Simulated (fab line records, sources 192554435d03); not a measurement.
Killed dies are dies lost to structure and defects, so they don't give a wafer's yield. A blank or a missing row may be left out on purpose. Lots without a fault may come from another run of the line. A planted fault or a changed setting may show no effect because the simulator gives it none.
fab line records | flow n5_finfet
record lots=10 wafers=29 last_day=16
route steps=1938 shown BEOL_M2@883 BEOL_M4@1111 PASSIVATION@1936
lots that met no fault: from a run of the same line without faults
start_h: hours from the record's first day to the start of the lot's first wafer shown | wait_h: hours since the lot's step before | " the same as in the row above | L1.1+2: a row that stands for several wafers | - no value, or no start given | * or withheld: withheld | < > ~ a bound
route shown NAME@n: a module of which the file shows steps, and the number in the route of the first | usual: mean/standard deviation of fault-free wafers | same: alike in all rows | chamber/n: place in a boat | sites: the reading at each site | _std_site: their standard deviation | _edge_site: outer sites' mean less inner sites' | radius_mm: how far each site lies from the wafer's centre | mask NAME#n: copy n | behind: the tool/chamber that last shaped the wafer | hold: why the lot was held/for how many hours/how that ended | device: the transistor (n, p or np) that didn't switch | end of line: the same wafers' tests at the end of the route | a step without rows: its recipe alone | killed: dies lost to structure and defects at the first sort, not the wafer's yield | map: a wafer's dies, x killed, . not, _ none there
set.NAME: the setting as run; set.NAME@STEP: as run at that earlier step | model.NAME: the simulator's own value behind a step, which no gauge read
steps of the route over a sample of lots; a table a step, a row a wafer
services: from which hour (start_h, from the record's first day; less than 0 if before it) a tool's chamber was out of use, for how many hours, and why
## steps
# step N5_BEOL_M2_ETCHBACK_99
# recipe chemistry=CHF3 target=SiO2 target_depth_a=50 time_s=10.4 source_w=215 bias_w=47 Ar_flow_sccm=200 CHF3_flow_sccm=12 ion_energy_ev=100 pressure_mtorr=30
# usual drypump_motor_current_A=5.8/0.47 oes_f_703_au=0.78/0.091 oes_product_au=0.79/0.091 rf_fwd_power_W=212.0/1.2 rf_vpp_V=243/5.4 showerhead_plenum_p_Torr=2.17/0.079 throttle_valve_pct=17.00/0.21
# columns lot.wafer tool chamber start_h wait_h drypump_motor_current_A oes_f_703_au oes_product_au rf_fwd_power_W rf_hours_counter_h rf_vpp_V showerhead_plenum_p_Torr throttle_valve_pct
L421.3 rie_diel-02 1 138.20 0.6 6.2 0.69 0.72 213.1 202 251 2.24 17.09
L421.4 " 2 " " 5.3 0.71 0.71 213.5 217 241 2.22 17.42
L421.5 " 2 " " 5.2 0.71 0.71 213.0 - 240 2.22 17.41
L422.2 rie_diel-03 0 141.58 0.4 5.6 0.76 0.75 214.2 177 245 2.13 16.90
L422.5 " 3 " " 5.7 0.72 0.70 213.8 - 228 2.04 17.38
L422.6 " 0 " " 5.6 0.76 0.74 213.0 - 242 2.13 16.87
L428.1 rie_diel-04 1 181.92 1.4 6.3 0.69 0.67 212.0 255 234 2.11 17.05
L428.5 " 1 " " 6.3 0.68 0.67 211.9 - 233 2.11 17.05
L428.6 " 2 " " 5.6 0.69 0.70 211.2 - 243 2.03 17.21
L429.2 rie_diel-03 3 184.91 0.8 5.7 0.98 0.98 212.9 4 231 2.30 16.94
L429.3 " 2 " " 5.4 0.79 0.79 211.2 103 247 2.16 16.86
L429.6 " 1 " " 5.3 0.81 0.83 209.9 - 241 2.16 16.73
L432.1 rie_diel-03 3 206.10 5.3 5.7 0.96 0.95 213.4 6 232 2.30 16.94
L432.4 " 0 " " 5.6 0.74 0.72 213.7 202 244 2.12 16.94
L432.6 " 1 " " 5.3 0.81 0.82 211.4 - 242 2.16 16.74
L435.1 rie_diel-03 0 239.43 2.8 5.6 0.73 0.72 212.6 212 243 2.12 16.93
L435.3 " 1 " " 5.3 0.79 0.80 210.7 93 240 2.15 16.76
L435.4 " 2 " " 5.4 0.78 0.78 211.5 122 246 2.16 16.87
L436.1 rie_diel-03 1 241.69 4.8 5.3 0.79 0.81 211.2 94 242 2.15 16.75
L436.4 " 0 " " 5.6 0.73 0.72 210.7 212 242 2.12 16.94
L436.5 " 0 " " 5.6 0.73 0.71 210.4 - 244 2.12 16.94
L437.1 rie_diel-04 0 241.71 3.9 6.7 0.87 0.89 210.5 23 250 2.29 17.03
L437.2 " 3 " " 6.4 0.82 0.85 211.5 61 249 2.20 17.20
L437.5 " 3 " " 6.4 0.82 0.85 212.5 - 248 2.20 17.19
L439.2 rie_diel-04 1 247.59 2.3 6.3 0.95 0.95 209.8 17 233 2.10 16.68
L439.3 " 0 " " 6.7 0.87 0.89 210.5 26 250 2.29 17.04
L439.4 " 1 " " 6.3 0.95 0.94 210.7 - 236 2.10 16.67
L438.2 rie_diel-02 3 248.07 1.3 5.6 0.74 0.72 211.6 197 243 2.16 17.21
L438.3 " 1 " " 6.2 0.67 0.70 213.4 238 251 2.22 17.17
# step N5_BEOL_M2_DEGAS_44
# recipe ambient=vacuum temp_c=250 time_s=60
# usual heater_power_w=332/21
# columns lot.wafer tool chamber start_h wait_h heater_power_w
L421.3 pvd_sputter-02 - 138.83 0.1 337
L421.4 " - " " 301
L421.5 " - " " 340
L422.2 pvd_sputter-02 - 142.27 0.1 339
L422.5 " - " " 343
L422.6 " - " " 307
L428.1 pvd_sputter-02 - 182.71 0.2 329
L428.5 " - " " 302
L428.6 " - " " 335
L429.2 pvd_sputter-03 - 185.63 0.2 358
L429.3 " - " " 310
L429.6 " - " " 324
L432.1 pvd_sputter-02 - 206.74 0.1 301
L432.4 " - " " 342
L432.6 " - " " 340
L435.1 pvd_sputter-02 - 241.03 1.0 344
L435.3 " - " " 339
L435.4 " - " " 304
L436.1 pvd_sputter-01 - 242.68 0.4 365
L436.4 " - " " 330
L436.5 " - " " 294
L437.1 pvd_sputter-03 - 242.70 0.4 323
L437.2 " - " " 325
L437.5 " - " " 349
L439.2 pvd_sputter-02 - 249.01 0.9 346
L439.3 " - " " 303
L439.4 " - " " 339
L438.2 pvd_sputter-01 - 249.10 0.5 295
L438.3 " - " " 280
# step N5_BEOL_M2_CVD_47
# recipe material=Co target_thk_a=30 temp_c=withheld precursor=CCTBA/H2 pressure_torr=30 time_s=223.8
# usual run_length_s=246.8/0.35
# columns lot.wafer tool chamber start_h wait_h run_length_s
L421.3 cvd_co-01 2 139.25 0.0 246.3
L421.4 " 2 " " 246.5
L421.5 " 0 " " 247.1
L422.2 cvd_co-01 2 142.70 0.0 246.5
L422.5 " 1 " " 247.4
L422.6 " 2 " " 246.3
L428.1 cvd_co-01 2 183.22 0.0 246.3
L428.5 " 2 " " 247.2
L428.6 " 0 " " 247.3
L429.2 cvd_co-02 1 186.11 0.0 246.5
L429.3 " 2 " " 247.1
L429.6 " 1 " " 246.4
L432.1 cvd_co-01 2 207.40 0.3 246.3
L432.4 " 2 " " 246.4
L432.6 " 1 " " 246.8
L435.1 cvd_co-01 1 241.59 0.0 246.4
L435.3 " 2 " " 246.2
L435.4 " 2 " " 246.6
L436.1 cvd_co-01 1 243.12 0.0 249.6
L436.4 " 2 " " 246.7
L436.5 " 0 " " 246.8
L437.1 cvd_co-02 2 243.17 0.1 247.3
L437.2 " 1 " " 246.5
L437.5 " 0 " " 246.7
L439.2 cvd_co-01 2 249.51 0.0 249.5
L439.3 " 0 " " 246.7
L439.4 " 2 " " 246.2
L438.2 cvd_co-01 0 249.65 0.1 250.2
L438.3 " 1 " " 246.5
# step N5_BEOL_M2_ANNEAL_89
# recipe temp_c=400 time_s=240 ambient=vacuum
# usual heater_power_w=828/56
# columns lot.wafer tool chamber start_h wait_h heater_power_w
L421.3 pvd_sputter-03 - 140.41 0.0 779
L421.4 " - " " 863
L421.5 " - " " 880
L422.2 pvd_sputter-02 - 143.89 0.0 869
L422.5 " - " " 732
L422.6 " - " " 859
L428.1 pvd_sputter-02 - 184.55 0.0 851
L428.5 " - " " 845
L428.6 " - " " 843
L429.2 pvd_sputter-03 - 187.23 0.0 881
L429.3 " - " " 805
L429.6 " - " " 918
L432.1 pvd_sputter-01 - 208.69 0.0 703
L432.4 " - " " 725
L432.6 " - " " 719
L435.1 pvd_sputter-02 - 242.77 0.0 856
L435.3 " - " " 854
L435.4 " - " " 845
L436.1 pvd_sputter-01 - 244.28 0.0 710
L436.4 " - " " 722
L436.5 " - " " 836
L437.1 pvd_sputter-03 - 244.46 0.0 805
L437.2 " - " " 889
L437.5 " - " " 893
L439.2 pvd_sputter-03 - 250.81 0.0 816
L439.3 " - " " 874
L439.4 " - " " 779
L438.2 pvd_sputter-03 - 252.65 0.0 794
L438.3 " - " " 875
# step N5_BEOL_M4_RC_MEAS_101
# usual DIBL_N=35.8/1.6 DIBL_P=36.0/1.9 IOFF_N=0.151/0.029 IOFF_P=0.21/0.037 ION_N=673/12 ION_P=463/7.3 SS_N=71.5/0.58 SS_P=73.2/0.61 VT_N=251/3.3 VT_P=-250/3.3
# columns lot.wafer tool chamber start_h wait_h DIBL_N[mV/V] DIBL_P[mV/V] IOFF_N[nA/um] IOFF_P[nA/um] ION_N[uA/um] ION_P[uA/um] SS_N[mV/dec] SS_P[mV/dec] VT_N[mV] VT_P[mV]
L421.3 prober-02 0 162.23 0.9 35.4 34.9 0.115 0.18 662 461 70.7 72.2 256 -253
L421.4 " 0 " " 36.9 35.9 0.139 0.19 667 463 71.1 72.0 254 -251
L421.5 " 0 " " 38.8 37.9 0.175 0.23 679 462 72.4 73.5 250 -250
L422.2 prober-01 0 167.39 0.2 34.9 32.7 0.118 0.16 658 451 71.1 71.6 255 -254
L422.5 " 0 " " 36.3 35.0 0.145 0.19 676 466 71.4 73.5 252 -251
L422.6 " 0 " " 36.6 35.8 0.162 0.22 675 467 71.1 73.3 247 -248
L429.2 prober-01 0 210.31 0.2 34.8 32.8 0.112 0.14 664 453 71.5 72.6 255 -257
L429.3 " 0 " " 35.8 35.3 0.133 0.17 668 461 71.8 73.1 252 -252
L429.6 " 0 " " 34.7 34.9 0.124 0.18 657 453 71.6 72.9 251 -252
L428.1 prober-02 0 220.41 0.0 37.0 36.4 0.145 0.19 670 464 72.6 72.2 251 -251
L428.5 " 0 " " 38.3 38.8 0.186 0.23 682 463 72.5 74.0 250 -250
L428.6 " 0 " " 37.5 38.3 0.174 0.21 689 468 72.1 73.4 249 -249
L432.1 prober-01 0 241.66 0.0 34.9 36.0 0.134 0.17 662 453 71.1 73.5 255 -252
L432.4 " 0 " " 36.4 37.1 0.156 0.18 678 456 71.5 73.6 251 -258
L432.6 " 0 " " 35.8 38.3 0.156 0.19 677 463 71.2 73.4 250 -252
L435.1 prober-02 0 261.04 0.0 38.4 38.4 0.191 0.24 689 473 71.1 73.7 247 -250
L435.3 " 0 " " 37.6 36.6 0.158 0.20 674 455 71.8 73.1 251 -252
L435.4 " 0 " " 35.3 34.5 0.130 0.18 651 448 71.3 73.1 252 -252
L436.1 prober-02 0 276.55 0.0 36.8 38.4 0.179 0.24 691 479 71.9 73.8 248 -248
L436.4 " 0 " " 38.9 39.4 0.191 0.25 688 467 72.7 74.2 248 -246
L436.5 " 0 " " 37.2 39.1 0.189 0.25 680 473 71.8 73.2 246 -246
L438.2 prober-01 0 277.44 0.2 33.5 33.6 0.129 0.17 672 457 70.5 72.7 254 -252
L438.3 " 0 " " 34.4 34.1 0.130 0.18 676 465 70.6 72.7 253 -252
L437.1 prober-02 0 278.49 0.0 35.2 33.6 0.151 0.21 688 470 71.8 73.0 250 -247
L437.2 " 0 " " 38.9 39.2 0.229 0.31 695 476 71.9 74.0 244 -245
L437.5 " 0 " " 35.8 35.5 0.163 0.24 678 470 72.0 73.4 248 -246
L439.2 prober-01 0 280.99 0.2 35.1 34.6 0.135 0.18 672 460 70.4 73.1 252 -250
L439.3 " 0 " " 32.9 32.8 0.105 0.17 659 455 70.3 71.8 257 -251
L439.4 " 0 " " 35.9 35.6 0.148 0.20 676 463 70.7 73.5 249 -252
# step N5_PASSIVATION_PROBE_49
# usual defect_limited_yield=90.9/1.4 killed_at_M0_to_M3=37/12 killed_at_M4_up=14/5.3 killed_at_contacts=12/6.2 killed_at_front_end=41/11 killed_at_other=3.7/2.9 killed_dies=107/17 killed_open=71/12 killed_short=34/7.9 sort_bin_5_function=5.3/0.95 sort_bin_6_memory=3.4/0.7 sort_n_pass=1073/17 sort_yield_pct=90.9/1.5
# same gross_dies=1180 killed_at_back_side=0 sort_bin_4_leakage[%]=0 sort_bin_8_speed[%]=0
# columns lot.wafer tool chamber start_h wait_h defect_limited_yield[%] killed_at_M0_to_M3 killed_at_M4_up killed_at_contacts killed_at_front_end killed_at_other killed_dies killed_open killed_short sort_bin_5_function[%] sort_bin_6_memory[%] sort_n_pass sort_yield_pct[%]
L432.1 prober-02 - 352.81 0.0 88.5 52 5 25 49 5 136 82 49 7.7 3.4 1044 88.5
L432.4 prober-02 - 352.96 0.2 90.6 43 17 17 32 2 111 73 37 5.6 3.6 1069 90.6
L432.6 prober-02 - 353.06 0.3 92.6 29 17 7 29 5 87 59 25 4.8 2.3 1093 92.6
L438.2 prober-01 - 387.45 0.1 89.2 37 25 7 54 5 128 86 41 5.9 4.7 1052 89.2
L438.3 prober-01 - 387.50 0.1 91.8 26 12 13 42 4 97 66 28 4.9 2.9 1083 91.8
# killed by level:class
L432.1 MOL_CONTACT_COAG:geometric_particle:open=20 FIN_SAQP:geometric_particle:short=13 BEOL_M0_SAQP:geometric_particle:open=13 BEOL_M0_SAQP:geometric_particle:short=11 BEOL_M3:geometric_particle:open=11 BEOL_M2:geometric_particle:open=10 GATE_CUT:geometric_particle:short=9 FIN_SAQP:geometric_particle:open=6
L432.4 MOL_CONTACT_COAG:geometric_particle:open=14 BEOL_M0_SAQP:geometric_particle:short=13 BEOL_M2:geometric_particle:open=8 BEOL_M3:geometric_particle:open=8 FIN_SAQP:geometric_particle:open=7 BEOL_M0_SAQP:geometric_particle:open=7 BEOL_M4:geometric_particle:open=6 STARTING-WAFER:geometric_particle:short=5
L432.6 BEOL_M0_SAQP:geometric_particle:open=8 FIN_SAQP:geometric_particle:open=6 BEOL_M0_SAQP:geometric_particle:short=6 BEOL_M2:geometric_particle:open=5 DUMMY_GATE:geometric_particle:open=4 MOL_CONTACT_COAG:geometric_particle:open=4 BEOL_M4:geometric_particle:open=4 BEOL_M5:geometric_particle:open=4
L438.2 STI_FIN_REVEAL:geometric_particle:open=22 BEOL_M4:geometric_particle:open=16 BEOL_M3:geometric_particle:open=11 BEOL_M2:geometric_particle:open=9 STI_FIN_REVEAL:geometric_particle:short=7 MOL_CONTACT_COAG:geometric_particle:open=7 BEOL_M0_SAQP:geometric_particle:short=7 FIN_SAQP:geometric_particle:open=6
L438.3 DUMMY_GATE:geometric_particle:open=14 MOL_CONTACT_COAG:geometric_particle:open=9 BEOL_M0_SAQP:geometric_particle:short=8 BEOL_M2:geometric_particle:open=8 BEOL_M0_SAQP:geometric_particle:open=7 FIN_SAQP:geometric_particle:short=6 STI_FIN_REVEAL:geometric_particle:open=6 BEOL_M6:geometric_particle:open=5
## services
# columns tool chamber start_h hours kind
cvd_co-02 - 127.37 2.8 pm
pvd_sputter-01 - 137.17 2.2 repair
cvd_co-01 0 141.80 9.5 repair
rie_diel-02 - 145.40 4.3 pm
rie_diel-03 3 158.12 - clean
rie_diel-03 3 158.12 - consumable_replace:focus_ring
rie_diel-03 3 158.12 - consumable_replace:showerhead
rie_diel-03 3 158.12 16.4 scheduled_down
rie_diel-03 3 158.12 16.4 vent_cycle
rie_diel-02 - 163.03 3.2 repair
rie_diel-04 0 165.28 - clean
rie_diel-04 0 165.28 - consumable_replace:focus_ring
rie_diel-04 0 165.28 - consumable_replace:showerhead
rie_diel-04 0 165.28 18.7 scheduled_down
rie_diel-04 0 165.28 18.7 vent_cycle
rie_diel-04 1 184.08 - clean
rie_diel-04 1 184.08 - consumable_replace:focus_ring
rie_diel-04 1 184.08 16.1 scheduled_down
rie_diel-04 1 184.08 16.1 vent_cycle
rie_diel-03 3 189.80 9.6 repair
rie_diel-03 - 219.02 2.8 pm
pvd_sputter-01 - 231.67 2.2 repair
rie_diel-04 2 235.93 - clean
pvd_sputter-01 - 236.50 2.7 repair
## key
first_sign step=N5_BEOL_M2_CVD_47 reading=run_length_s direction=up sigmas=8.5 usual=* struck=*
effect none on later readings
met_at N5_BEOL_M2_CVD_47
struck_lots L436,L438,L439
struck_wafers L436.1,L438.2,L439.2
not_acting_at N5_BEOL_M2_ETCHBACK_99,N5_BEOL_M2_DEGAS_44,N5_BEOL_M2_ANNEAL_89
onset_between 241.59 243.12
fault kind=process_parameter_drift tool=cvd_co-01 chamber=- onset_h=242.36 steps=N5_BEOL_M2_CVD_47 channel=time_s offset=* shape=step end_h=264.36 scope=struck_wafers_only acts_in=* stated=*
